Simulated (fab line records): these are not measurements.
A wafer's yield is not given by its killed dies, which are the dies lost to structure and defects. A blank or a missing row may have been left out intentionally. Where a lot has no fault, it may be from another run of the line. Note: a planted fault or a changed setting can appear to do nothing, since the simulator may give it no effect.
Struck lot and sound lot, side by side    flow n5_finfet    19 out of 1938 route steps
Sound: wafers L168.1, L168.2, L168.4. The struck wafers were L176.1, L176.4, L176.6. At the end, the cause is stated.
For every step that has rows: the tool of each side, followed by ch and its chambers, followed by its first start. Under that, the readings that differ: sound wafers    struck wafers    difference of the means    sigmas: that difference in standard deviations of wafers without a fault.
alike: same words and numbers on both sides, and readings whose means sit less than 2 such deviations apart. not compared: any withheld reading, any reading some wafer has no value for, any bound like >300 that may hide the same value, and any number with overlapping values for which the record gives no deviation.
A row with sigmas, a row that says differs or no value, or rows on one side alone: a step with any of these is where the two part. Numbers that don't overlap but have no deviation are shown without sigmas and don't part them. A reading that every wafer of one side lacks parts them only if that side has two wafers or more.

N5_BEOL_M0_SAQP_ETCH_88: etches underlayer in N2/H2, target depth 6.5 nm, time 5.2 s.
  sound on rie_diel-02 ch 0,1,3, day 7 20:41; struck on rie_diel-04 ch 1,2,3, day 10 01:06
  alike: drypump_motor_current_A, etch_rf_on_time_s, n2_flow_sccm, oes_product_au, rf_fwd_power_W, rf_vpp_V, showerhead_plenum_p_Torr, throttle_valve_pct
  not compared: rf_hours_counter_h
N5_BEOL_M0_SAQP_ETCH_73: etches SiARC in CF4, target depth 19.5 nm, time 32.5 s.
  sound on rie_diel-02 ch 0,1,3, day 7 20:42; struck on rie_diel-04 ch 1,2,3, day 10 01:07
  alike: drypump_motor_current_A, etch_rf_on_time_s, oes_product_au, rf_fwd_power_W, rf_vpp_V, showerhead_plenum_p_Torr, throttle_valve_pct
  not compared: rf_hours_counter_h
N5_BEOL_M0_SAQP_CUT_ETCH_46: etches SOC in N2/H2, target depth 135 nm, overetch 27 nm, time 202.5 s.
  sound on rie_diel-02 ch 0,1,3, day 7 20:44; struck on rie_diel-04 ch 1,2,3, day 10 01:09
  alike: drypump_motor_current_A, n2_flow_sccm, rf_fwd_power_W, rf_vpp_V, showerhead_plenum_p_Torr, throttle_valve_pct
  not compared: rf_hours_counter_h
then, 3 steps without rows for these wafers: N5_BEOL_M0_SAQP_STRIP_74 (strips in N2/H2); N5_BEOL_M0_SAQP_STRIP_89 (strips in N2/H2); N5_BEOL_M0_SAQP_ALD_48 (deposits SiO2, target thk 20 nm, pulse time 1 s, co reactant pulse time 1 s).
N5_BEOL_M0_SAQP_ETCH_49: etches SiO2 in CF4/O2, target depth 37 nm.
  sound on rie_diel-06 ch 0,1,2, day 7 21:31; struck on rie_diel-06 ch 0,1, day 10 01:53
  alike: drypump_motor_current_A, oes_product_au, rf_fwd_power_W, rf_vpp_V, showerhead_plenum_p_Torr, throttle_valve_pct
  not compared: rf_hours_counter_h
N5_BEOL_M0_SAQP_STRIP_75: strips in CF4.
  sound on rie_diel-06 ch 0,1,2, day 7 21:37; struck on rie_diel-06 ch 0,1, day 10 01:59
  alike: drypump_motor_current_A, oes_product_au, rf_fwd_power_W, rf_vpp_V, showerhead_plenum_p_Torr, throttle_valve_pct
  not compared: rf_hours_counter_h
then, 4 steps without rows for these wafers: N5_BEOL_M0_CUTY_COAT_50 (time 60 s, resist thk 15 nm); N5_BEOL_M0_CUTY_COAT_51 (resist thk 150 nm); N5_BEOL_M0_CUTY_EBR_52; N5_BEOL_M0_CUTY_SOFTBAKE_53 (time 60 s).
N5_BEOL_M0_CUTY_EXPOSE_54: exposes mask M0 ABLK.
  sound on arfi_scanner-02 ch 0, day 7 21:46; struck on arfi_scanner-03 ch 0, day 10 02:07
reading               sound              struck             difference  sigmas
exposure_dose_mJ_cm2  35.97 36.00 36.01  34.34 34.38 34.38  -1.63       -38
  alike: mask
then, 2 steps without rows for these wafers: N5_BEOL_M0_CUTY_PEB_55 (peb time 60 s); N5_BEOL_M0_CUTY_DEVELOP_56 (develop time 30 s).
N5_BEOL_M0_CUTY_CD_MEAS_57: the cd target is 200 nm.
  sound on cd_sem-02 ch 0, day 7 21:53; struck on cd_sem-01 ch 0, day 10 02:14
reading     sound              struck             difference  sigmas
cd_nm (nm)  198.6 199.4 198.7  203.0 203.8 202.9  +4.3        +4
N5_BEOL_M0_CUTY_OVL_MEAS_58:
  sound on overlay-01 ch 0, day 7 21:55; struck on overlay-01 ch 0, day 10 02:16
reading           sound           struck         difference  sigmas
M0_ABLK_OVL (nm)  -2.2 -2.4 -2.0  0.0 -0.1 -0.3  +2.1        +2
-- a jump in the record: the struck wafers' starts before and after are 3 days apart (it breaks off in module BEOL_M0_CUTY and resumes in module BEOL_M4, where the first step shown is number 1111 of the route) --
N5_BEOL_M4_RC_MEAS_101:
  sound on prober-02 ch 0, day 10 06:15; struck on prober-02 ch 0, day 12 22:11
reading    sound           struck          difference  sigmas
VT_P (mV)  -241 -247 -250  -254 -254 -255  -8          -2
  alike: DIBL_N, DIBL_P, IOFF_N, IOFF_P, ION_N, ION_P, SS_N, SS_P, VT_N
-- the record jumps here: 5 days lie between the struck wafers' starts before and after (it left off in module BEOL_M4 and takes up again in module PASSIVATION, whose first step shown is number 1936 of the route) --
N5_PASSIVATION_PROBE_49:
  struck on prober-02, day 17 13:59; sound on prober-02, day 14 23:49
reading               sound     struck  difference  sigmas
sort_bin_8_speed (%)  0 0 0.25  0 0 0   +0          -3
  alike: defect_limited_yield, killed_at_M0_to_M3, killed_at_M4_up, killed_at_contacts, killed_at_front_end, killed_at_other, killed_dies, killed_on_rim, killed_open, killed_short, sort_bin_4_leakage, sort_bin_5_function, sort_bin_6_memory, sort_n_pass, sort_yield_pct

== WHERE THEY PART ==
Earliest at N5_BEOL_M0_CUTY_EXPOSE_54; latest, in this record, at N5_PASSIVATION_PROBE_49.

WHY: what had been put in by the simulator
Drift in process parameters on arfi_scanner-03 at N5_BEOL_M0_CUTY_EXPOSE_54, starting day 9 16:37. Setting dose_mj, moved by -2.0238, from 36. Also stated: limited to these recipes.
